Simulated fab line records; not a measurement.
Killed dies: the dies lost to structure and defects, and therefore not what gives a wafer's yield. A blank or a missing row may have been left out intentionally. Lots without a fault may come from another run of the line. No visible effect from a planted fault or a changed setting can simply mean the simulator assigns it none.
Matching of chambers / flow n5-finfet / 4 sister chambers for N5_BEOL_M7_STRIP_19 on rie-diel-03
The step strips in O2. 20 wafers are shown with their chamber, then 10 later ones without.

WAFERS WITH THEIR CHAMBER
wafer=L074.1; chamber=2; showerhead-plenum-p-Torr (Torr)=2.09; drypump-motor-current-A (A)=5.33; throttle-valve-pct (%)=17.16
wafer=L074.2; chamber=3; showerhead-plenum-p-Torr (Torr)=2.07; drypump-motor-current-A (A)=5.69; throttle-valve-pct (%)=16.99
wafer=L074.3; chamber=0; showerhead-plenum-p-Torr (Torr)=2.08; drypump-motor-current-A (A)=5.59; throttle-valve-pct (%)=16.59
wafer=L076.1; chamber=2; showerhead-plenum-p-Torr (Torr)=2.09; drypump-motor-current-A (A)=5.27; throttle-valve-pct (%)=17.17
wafer=L076.5; chamber=1; showerhead-plenum-p-Torr (Torr)=1.93; drypump-motor-current-A (A)=5.24; throttle-valve-pct (%)=16.42
wafer=L076.6; chamber=2; showerhead-plenum-p-Torr (Torr)=2.09; drypump-motor-current-A (A)=5.29; throttle-valve-pct (%)=17.17
wafer=L079.3; chamber=3; showerhead-plenum-p-Torr (Torr)=2.07; drypump-motor-current-A (A)=5.69; throttle-valve-pct (%)=17.03
wafer=L079.4; chamber=2; showerhead-plenum-p-Torr (Torr)=2.09; drypump-motor-current-A (A)=5.28; throttle-valve-pct (%)=17.17
wafer=L079.6; chamber=3; showerhead-plenum-p-Torr (Torr)=2.07; drypump-motor-current-A (A)=5.71; throttle-valve-pct (%)=17.03
wafer=L078.2; chamber=0; showerhead-plenum-p-Torr (Torr)=2.07; drypump-motor-current-A (A)=5.54; throttle-valve-pct (%)=16.61
wafer=L078.5; chamber=0; showerhead-plenum-p-Torr (Torr)=2.07; drypump-motor-current-A (A)=5.55; throttle-valve-pct (%)=16.59
wafer=L078.6; chamber=1; showerhead-plenum-p-Torr (Torr)=1.92; drypump-motor-current-A (A)=5.25; throttle-valve-pct (%)=16.42
wafer=L080.1; chamber=1; showerhead-plenum-p-Torr (Torr)=1.92; drypump-motor-current-A (A)=5.23; throttle-valve-pct (%)=16.45
wafer=L080.2; chamber=0; showerhead-plenum-p-Torr (Torr)=2.07; drypump-motor-current-A (A)=5.57; throttle-valve-pct (%)=16.60
wafer=L080.6; chamber=3; showerhead-plenum-p-Torr (Torr)=2.07; drypump-motor-current-A (A)=5.71; throttle-valve-pct (%)=17.02
wafer=L083.1; chamber=1; showerhead-plenum-p-Torr (Torr)=1.92; drypump-motor-current-A (A)=5.22; throttle-valve-pct (%)=16.45
wafer=L083.3; chamber=0; showerhead-plenum-p-Torr (Torr)=2.07; drypump-motor-current-A (A)=5.56; throttle-valve-pct (%)=16.63
wafer=L083.5; chamber=0; showerhead-plenum-p-Torr (Torr)=2.07; drypump-motor-current-A (A)=5.57; throttle-valve-pct (%)=16.66
wafer=L087.1; chamber=1; showerhead-plenum-p-Torr (Torr)=1.92; drypump-motor-current-A (A)=5.22; throttle-valve-pct (%)=16.48
wafer=L087.5; chamber=3; showerhead-plenum-p-Torr (Torr)=2.07; drypump-motor-current-A (A)=5.70; throttle-valve-pct (%)=16.58

SIGNATURES, as means of the wafers listed above
reading=showerhead-plenum-p-Torr; chamber 0=2.0717; chamber 1=1.9220; chamber 2=2.0900; chamber 3=2.0700; scatter within a chamber=0.0032
reading=drypump-motor-current-A; chamber 0=5.5633; chamber 1=5.2320; chamber 2=5.2925; chamber 3=5.7000; scatter within a chamber=0.0171
reading=throttle-valve-pct; chamber 0=16.6133; chamber 1=16.4440; chamber 2=17.1675; chamber 3=16.9300; scatter within a chamber=0.1
Rule: a wafer's distance from a chamber is the root of the sum, over the readings, of the square of ((its reading less the chamber's mean) divided by the reading's scatter). The wafer belongs to the nearest chamber; if the next one is less than 2 further off, it can't be placed. The scatter is the square root of a quotient: the sum, over the shown wafers, of each reading's squared deviation from its chamber's mean, divided by wafers minus chambers.

WAFERS WITHOUT THEIR CHAMBER
wafer=L087.6; showerhead-plenum-p-Torr (Torr)=2.08; drypump-motor-current-A (A)=5.24; throttle-valve-pct (%)=17.21
wafer=L091.3; showerhead-plenum-p-Torr (Torr)=2.08; drypump-motor-current-A (A)=5.27; throttle-valve-pct (%)=17.20
wafer=L091.4; showerhead-plenum-p-Torr (Torr)=1.91; drypump-motor-current-A (A)=5.21; throttle-valve-pct (%)=16.50
wafer=L091.5; showerhead-plenum-p-Torr (Torr)=2.08; drypump-motor-current-A (A)=5.33; throttle-valve-pct (%)=17.21
wafer=L093.3; showerhead-plenum-p-Torr (Torr)=2.06; drypump-motor-current-A (A)=5.70; throttle-valve-pct (%)=16.60
wafer=L093.5; showerhead-plenum-p-Torr (Torr)=2.06; drypump-motor-current-A (A)=5.60; throttle-valve-pct (%)=16.65
wafer=L093.6; showerhead-plenum-p-Torr (Torr)=1.91; drypump-motor-current-A (A)=5.20; throttle-valve-pct (%)=16.48
wafer=L096.1; showerhead-plenum-p-Torr (Torr)=1.91; drypump-motor-current-A (A)=5.23; throttle-valve-pct (%)=16.51
wafer=L096.2; showerhead-plenum-p-Torr (Torr)=2.06; drypump-motor-current-A (A)=5.69; throttle-valve-pct (%)=16.62
wafer=L096.3; showerhead-plenum-p-Torr (Torr)=2.06; drypump-motor-current-A (A)=5.58; throttle-valve-pct (%)=16.21

WHICH CHAMBER EACH WENT THROUGH
wafer=L087.6; from the rows above=2; in truth=2
wafer=L091.3; from the rows above=2; in truth=2
wafer=L091.4; from the rows above=1; in truth=1
wafer=L091.5; from the rows above=2; in truth=2
wafer=L093.3; from the rows above=3; in truth=3
wafer=L093.5; from the rows above=0; in truth=0
wafer=L093.6; from the rows above=1; in truth=1
wafer=L096.1; from the rows above=1; in truth=1
wafer=L096.2; from the rows above=3; in truth=3
wafer=L096.3; from the rows above=0; in truth=0
Correctly placed: 10 of 10. From these rows, 0 cannot be placed. Placed wrongly: 0.
